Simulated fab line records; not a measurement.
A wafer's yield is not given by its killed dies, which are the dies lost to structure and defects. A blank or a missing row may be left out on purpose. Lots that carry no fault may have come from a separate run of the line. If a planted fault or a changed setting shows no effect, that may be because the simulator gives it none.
Split-lot experiment | flow n5_finfet | 7 lots, 21 wafers read, on a route of 1938 steps

## ABOUT THE SPLIT
At N5_PASSIVATION_VIA_ETCH_13 (etches SiO2 in CHF3/O2, target depth 660 nm, time 330 s), the setting bias_w was moved away from the recipe's 170 W on 7 of the 21 wafers read, by -15.4% to +16.9%. All remaining wafers had this setting at the recipe value.

The reading comes from the split's own step.

## THE READING
rf_vpp_V, in V, at N5_PASSIVATION_VIA_ETCH_13 (etches SiO2 in CHF3/O2, target depth 660 nm, time 330 s). A value of 523 V with a standard deviation of 7 V is what fault-free wafers of this fab line usually give.

wafer  | tool, chamber at the split | bias_w as run, W | against the recipe | rf_vpp_V, V | against lot-mates on the recipe
L075.3 | rie_diel-01, 2             | 143.9            | -15.4%             | 457         | -65
L075.4 | rie_diel-01, 0             | 143.9            | -15.4%             | 466         | -56
L075.6 | rie_diel-01, 2             | 170              | recipe             | 522         | -
L076.3 | rie_diel-01, 3             | 170              | recipe             | 524         | -
L076.5 | rie_diel-01, 0             | 170              | recipe             | 532         | -
L076.6 | rie_diel-01, 1             | 180              | +5.9%              | 536         | +8
L080.1 | rie_diel-06, 1             | 191.9            | +12.9%             | 592         | +73
L080.2 | rie_diel-06, 0             | 170              | recipe             | 519         | -
L080.3 | rie_diel-06, 3             | 191.9            | +12.9%             | 574         | +55
L081.1 | rie_diel-06, 1             | 170              | recipe             | 537         | -
L081.2 | rie_diel-06, 2             | 170              | recipe             | 522         | -
L081.4 | rie_diel-06, 0             | 170              | recipe             | 518         | -
L083.2 | rie_diel-06, 2             | 170              | recipe             | 522         | -
L083.5 | rie_diel-06, 0             | 170              | recipe             | 518         | -
L083.6 | rie_diel-06, 3             | 170              | recipe             | 521         | -
L085.4 | rie_diel-02, 2             | 198.8            | +16.9%             | 589         | +72
L085.5 | rie_diel-02, 1             | 170              | recipe             | 518         | -
L085.6 | rie_diel-02, 0             | 170              | recipe             | 517         | -
L092.2 | rie_diel-06, 3             | 191.3            | +12.5%             | 572         | +50
L092.5 | rie_diel-06, 2             | 170              | recipe             | 522         | -
L092.6 | rie_diel-06, 3             | 170              | recipe             | 521         | -

FIT RESULTS
A straight line over all 21 wafers: rf_vpp_V changes by +4.1 V for each +1% of bias_w; r = +0.98; the points scatter about the line by 6.7 V.
The same after taking each lot's own level away (the mean of its wafers on the recipe; 21 wafers): +4.2 V for each +1%; r = +0.98; scatter 7.1 V.
According to that fit, moving bias_w by its largest amount changes the reading by 71 V.
From 517.5 to 528.0 V: that is the span of the lots' own levels, equal to 1.5 times the standard deviation above.
Hence the lot-to-lot level has little effect on the slope; both slopes agree.
Check: with one of the wafers moved furthest among these (+16.9%) left out of the fit, the line predicts +71.6 V for it against its lot-mates. It came out at +71.5 V against them.
Tool readings at the split's step, against how far the setting was moved: rf_vpp_V r = +0.98.

## OTHER SPLITS APPLIED TO THESE WAFERS
Note: prior to the reading, these wafers also went through further splits. Each is held against what the fit with the lots' levels taken away leaves over:
other split on the same wafers    | wafers away from the commonest value | r with rf_vpp_V (lot level and that fit taken away)
N5_BEOL_M11_ETCH_62 time_s        | 4                                    | +0.10
N5_BEOL_M13_TRENCH_ETCH_34 time_s | 7                                    | -0.27
N5_BEOL_M13_SPUTTER_43 time_s     | 5                                    | +0.02
N5_BEOL_M14_DEP_53 time_s         | 7                                    | +0.21

## FILE'S OWN FIT
rf_vpp_V changes by +4.13 V for each +1% of bias_w, r = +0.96.
